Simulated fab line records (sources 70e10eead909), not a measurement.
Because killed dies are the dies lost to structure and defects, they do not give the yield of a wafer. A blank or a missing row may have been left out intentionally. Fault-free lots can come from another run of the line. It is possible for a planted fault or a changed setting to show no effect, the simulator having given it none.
Matching of chambers + flow nandHarc + NHARC_A_CONTACT_DESCUM_47 on rieDiel-11 has 4 sister chambers
The step chemistry O2, time 3 s. 4 wafers are shown with their chamber, then 12 later ones without.

## WAFERS PAIRED WITH THEIR CHAMBERS
| wafer  | chamber | showerheadPlenumPTorr (Torr) |
|--------|---------|------------------------------|
| L091.1 | 3       | 1.99                         |
| L091.5 | 1       | 1.78                         |
| L092.2 | 2       | 1.80                         |
| L092.5 | 0       | 2.02                         |

## WAFERS WITH NO CHAMBER GIVEN
| wafer  | showerheadPlenumPTorr (Torr) |
|--------|------------------------------|
| L093.1 | 1.99                         |
| L093.3 | 2.02                         |
| L093.4 | 1.78                         |
| L095.3 | 1.78                         |
| L095.4 | 2.02                         |
| L095.5 | 1.98                         |
| L096.1 | 1.79                         |
| L096.4 | 2.02                         |
| L096.5 | 1.78                         |
| L097.1 | 1.79                         |
| L097.2 | 1.77                         |
| L097.3 | 1.98                         |

## WHICH CHAMBER EACH WENT THROUGH
| wafer  | from the rows above     | in truth |
|--------|-------------------------|----------|
| L093.1 | 3                       | 3        |
| L093.3 | 0                       | 0        |
| L093.4 | 1                       | 1        |
| L095.3 | 1                       | 1        |
| L095.4 | 0                       | 0        |
| L095.5 | 3                       | 3        |
| L096.1 | can't be placed: 1 or 2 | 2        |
| L096.4 | 0                       | 0        |
| L096.5 | 1                       | 1        |
| L097.1 | can't be placed: 1 or 2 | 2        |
| L097.2 | 1                       | 1        |
| L097.3 | 3                       | 3        |
Correctly placed: 10 of 12. These rows do not allow placing 2 (true chamber among the candidates in 2). Placed wrongly: 0.
How it was worked out, from the rows above alone: a wafer's distance from a chamber is the root of the sum, over the readings, of the square of ((its reading less the chamber's mean) divided by the reading's scatter). The wafer belongs to the nearest chamber; if the next one is less than 2 further off, it can't be placed. Each chamber's mean is taken over the wafers shown for it. The scatter (one wafer shown for each chamber): square how far every hidden wafer sits from the nearest shown wafer, average those squares and take the square root.
